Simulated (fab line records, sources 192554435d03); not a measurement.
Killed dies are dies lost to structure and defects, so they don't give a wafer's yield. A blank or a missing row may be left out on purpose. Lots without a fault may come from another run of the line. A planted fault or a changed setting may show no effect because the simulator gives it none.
Chamber matching | flow n5_finfet | N5_BEOL_M1_CO_CAP_55 on cvd_co-01: 3 sister chambers
The step material Co, precursor CCTBA/H2, target thk 2 nm, time 102.1 s. 6 wafers are shown with their chamber, then 11 later ones without.

WAFERS WITH THEIR CHAMBER
wafer  | chamber | heater_power_w (W)
L085.5 | 1       | 301
L085.6 | 2       | 210
L090.1 | 0       | 216
L090.2 | 2       | 209
L090.4 | 1       | 295
L092.3 | 0       | 215

WAFERS WITHOUT THEIR CHAMBER
wafer  | heater_power_w (W)
L092.4 | 211
L092.5 | 295
L094.1 | 216
L094.2 | 305
L094.3 | 216
L094.4 | 211
L094.5 | 307
L094.6 | 220
L096.3 | 217
L096.5 | 301
L096.6 | 214

WHICH CHAMBER EACH WENT THROUGH
wafer  | from the rows above     | in truth
L092.4 | can't be placed: 2 or 0 | 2
L092.5 | 1                       | 1
L094.1 | 0                       | 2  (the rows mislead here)
L094.2 | 1                       | 1
L094.3 | 0                       | 0
L094.4 | can't be placed: 2 or 0 | 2
L094.5 | 1                       | 1
L094.6 | 0                       | 0
L096.3 | 0                       | 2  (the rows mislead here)
L096.5 | 1                       | 1
L096.6 | can't be placed: 0 or 2 | 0
Placed correctly: 6 of 11. Can't be placed from these rows: 3 (the true chamber is among the candidates in 3). Placed wrongly: 2.
How it was worked out, from the rows above alone: a wafer's distance from a chamber is the root of the sum, over the readings, of the square of ((its reading less the chamber's mean) divided by the reading's scatter). The wafer belongs to the nearest chamber; if the next one is less than 2 further off, it can't be placed. A chamber's mean is the mean of its shown wafers. The scatter: the root of (the sum of the squares of (reading less its chamber's mean) over the shown wafers, divided by (wafers less chambers)).
